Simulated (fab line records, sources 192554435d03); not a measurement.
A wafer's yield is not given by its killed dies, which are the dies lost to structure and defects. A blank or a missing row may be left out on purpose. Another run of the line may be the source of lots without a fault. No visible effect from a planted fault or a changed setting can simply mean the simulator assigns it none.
Chamber matching | flow n5Finfet | aldSin-02 running N5_BEOL_M2_ALD_98: 4 sister chambers
The step deposits SiO2, target thk 2.5 nm, pulse time 1 s, co reactant pulse time 1 s. 14 wafers are shown with their chamber, then 7 later ones without.

== WAFERS, EACH WITH ITS CHAMBER ==
wafer  | chamber | heaterPowerW (W) | precursorPulseHeightRel
L076.1 | 3       | 76               | 1.018
L076.2 | 1       | 79               | 1.017
L076.4 | 2       | 68               | 1.008
L079.3 | 3       | 78               | 0.980
L079.4 | 0       | 71               | 0.986
L079.6 | 0       | 70               | 1.030
L089.1 | 1       | 81               | 1.003
L089.5 | 2       | 71               | 1.023
L089.6 | 1       | 80               | 1.045
L093.1 | 0       | 71               | 0.980
L093.3 | 2       | 72               | 1.004
L093.4 | 3       | 79               | 1.005
L094.1 | 3       | 76               | 0.971
L094.5 | 1       | 82               | 1.017

SIGNATURES, as means of the wafers listed above
reading                 | chamber 0 | chamber 1 | chamber 2 | chamber 3 | scatter within a chamber
heaterPowerW            | 70.67     | 80.50     | 70.33     | 77.25     | 1.45
precursorPulseHeightRel | 0.99867   | 1.02050   | 1.01167   | 0.99350   | 0.0201
Rule: for each reading, subtract the chamber's mean from the wafer's reading, divide by that reading's scatter and square the result; add these up over the readings and take the root, which gives the wafer's distance from the chamber. The wafer belongs to the nearest chamber; if the next one is less than 2 further off, it can't be placed. How the scatter is found: for the shown wafers, subtract from each reading the mean of its chamber, square and add these, divide the total by (wafers less chambers), then take the root.

== WAFERS MISSING THEIR CHAMBER ==
wafer  | heaterPowerW (W) | precursorPulseHeightRel
L094.6 | 70               | 1.007
L095.3 | 70               | 0.990
L095.4 | 78               | 1.004
L095.6 | 82               | 0.967
L097.1 | 71               | 0.983
L097.3 | 71               | 0.974
L097.5 | 78               | 1.008

== WHICH CHAMBER EACH ONE RAN IN ==
wafer  | from the rows above     | in truth
L094.6 | can't be placed: 2 or 0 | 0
L095.3 | can't be placed: 0 or 2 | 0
L095.4 | can't be placed: 3 or 1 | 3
L095.6 | can't be placed: 1 or 3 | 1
L097.1 | can't be placed: 0 or 2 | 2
L097.3 | can't be placed: 0 or 2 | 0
L097.5 | can't be placed: 3 or 1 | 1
Placed correctly: 0 of 7. Can't be placed from these rows: 7 (the true chamber is among the candidates in 7). Number placed wrongly: 0.
